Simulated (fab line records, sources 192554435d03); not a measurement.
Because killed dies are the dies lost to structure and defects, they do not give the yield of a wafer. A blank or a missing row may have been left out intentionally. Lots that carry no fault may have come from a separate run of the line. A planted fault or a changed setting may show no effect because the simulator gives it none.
One fault seen from 2 desks -- flow n5 finfet -- what lay behind the numbers comes last; until then each desk has only its own

== FROM THE METROLOGY DESK ==
Lot by lot, what the gauges showed, no matter which tool ran the lot: averages of those sampled wafers that carry a number. A lot is out of limits, marked OUT, if its mean lies more than 4 standard deviations from the usual mean; the brackets give that distance.
Columns: A = M10_ILD_THK at N5_BEOL_M10_THK_MEAS_01, usual 268 nm; B = cd nm at N5_BEOL_M10_CD_MEAS_11, usual 64.0 nm; C = cd nm at N5_BEOL_M10_CD_MEAS_28, usual 70.0 nm
lot,first seen here,A,B,C
L238,day 10 16:45,272,63.8,69.9
L240,day 11 09:08,269,63.7,69.9
L243,day 11 23:40,267,64.1,71.8
L245,day 12 18:22,270,64.1,70.1
L248,day 13 04:20,261,63.8,70.0
L250,day 13 12:49,267,64.2,69.6
L249,day 13 13:41,266,64.3,69.7
L253,day 14 15:38,269,64.4,69.4
L255,day 14 22:26,272,63.6,69.6
L256,day 15 02:49,268,64.5,65.2 (-5.1) OUT
L258,day 15 16:00,269,64.2,66.2
Finding of this desk: L256 out of limits; the first was L256 at day 15 06:23, on cd nm at N5_BEOL_M10_CD_MEAS_28. L238, L240, L243, L245, L248, L250, L249, L253, L255, L258: within limits.

== FOR THE TOOL OWNER'S DESK: arfi scanner-03 ==
The tool's own readings at N5_BEOL_M10_EXPOSE_25 (exposes mask V9): means of the sampled wafers that have a number, for each lot that ran on this tool. A lot is out of limits, marked OUT, if its mean lies more than 4 standard deviations from the usual mean; the brackets give that distance.
Columns: A = exposure dose mJ cm2 at N5_BEOL_M10_EXPOSE_25, usual 85.44
lot,first seen here,A
L240,day 11 12:43,85.41
L243,day 12 03:32,85.42
L248,day 13 09:47,85.45
L253,day 14 18:07,85.31
L255,day 15 03:30,85.46
L256,day 15 06:16,81.35 (-43) OUT
L258,day 15 19:43,82.18 (-34) OUT
Finding of this desk: L256, L258 out of limits; the first was L256 at day 15 06:16, on exposure dose mJ cm2 at N5_BEOL_M10_EXPOSE_25. L240, L243, L248, L253, L255: within limits.

== PUT TOGETHER ==
An alarm could have come from the tool owner's desk at day 15 06:16, on L256, L258.
Metrology desk: alarm possible at day 15 06:23 on L256.
The metrology desk has L258 on record, within its limits.
N5_BEOL_M10_EXPOSE_25 was run on arfi scanner-03 by each of the lots named.

== WHAT THE SIMULATOR PUT IN ==
Process parameter drift: arfi scanner-03, from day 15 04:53 on, at N5_BEOL_M10_EXPOSE_25. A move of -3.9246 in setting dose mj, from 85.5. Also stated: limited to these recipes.
Struck lots among those shown: L256, L258.
Time in hours from fault onset to the first out-of-limits reading at each desk: tool owner's desk 1, metrology desk 2.
